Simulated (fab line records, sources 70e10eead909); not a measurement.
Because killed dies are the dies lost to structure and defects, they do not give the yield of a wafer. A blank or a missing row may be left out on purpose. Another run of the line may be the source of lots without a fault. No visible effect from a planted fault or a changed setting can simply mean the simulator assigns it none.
Chamber matching || flow nand harc || NHARC_P_CONTACT_DEP_30 on pecvd-01: 3 sister chambers
The step deposits SiNx, target thk 30 nm. 3 wafers are shown with their chamber, then 9 later ones without.

EACH WAFER AND ITS CHAMBER
{"wafer": "L087.4", "chamber": 2, "heater power w (W)": 678}
{"wafer": "L089.3", "chamber": 1, "heater power w (W)": 853}
{"wafer": "L089.6", "chamber": 0, "heater power w (W)": 610}

WAFERS MISSING THEIR CHAMBER
{"wafer": "L090.3", "heater power w (W)": 639}
{"wafer": "L090.5", "heater power w (W)": 638}
{"wafer": "L090.6", "heater power w (W)": 546}
{"wafer": "L096.1", "heater power w (W)": 668}
{"wafer": "L096.4", "heater power w (W)": 585}
{"wafer": "L096.5", "heater power w (W)": 738}
{"wafer": "L097.2", "heater power w (W)": 660}
{"wafer": "L097.3", "heater power w (W)": 622}
{"wafer": "L097.6", "heater power w (W)": 632}

WHICH CHAMBER EACH WENT THROUGH
{"wafer": "L090.3", "from the rows above": "can't be placed: 0 or 2", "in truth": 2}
{"wafer": "L090.5", "from the rows above": "can't be placed: 0 or 2", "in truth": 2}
{"wafer": "L090.6", "from the rows above": "can't be placed: 0 or 2", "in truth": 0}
{"wafer": "L096.1", "from the rows above": "can't be placed: 2 or 0", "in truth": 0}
{"wafer": "L096.4", "from the rows above": "can't be placed: 0 or 2", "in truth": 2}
{"wafer": "L096.5", "from the rows above": "can't be placed: 2 or 1 or 0", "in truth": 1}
{"wafer": "L097.2", "from the rows above": "can't be placed: 2 or 0", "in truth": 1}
{"wafer": "L097.3", "from the rows above": "can't be placed: 0 or 2", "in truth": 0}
{"wafer": "L097.6", "from the rows above": "can't be placed: 0 or 2", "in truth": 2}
0 of 9 placed correctly. These rows do not allow placing 9 (true chamber among the candidates in 8). Wrongly placed: 0.
How it was worked out, from the rows above alone: a wafer's distance from a chamber is the root of the sum, over the readings, of the square of ((its reading less the chamber's mean) divided by the reading's scatter). If the next closest chamber is less than 2 further off than the closest, the wafer can't be placed; otherwise it belongs to the closest. A chamber's mean is the mean of its shown wafers. The scatter: root of mean squared gap, hidden wafer to nearest shown wafer, with one shown wafer a chamber.
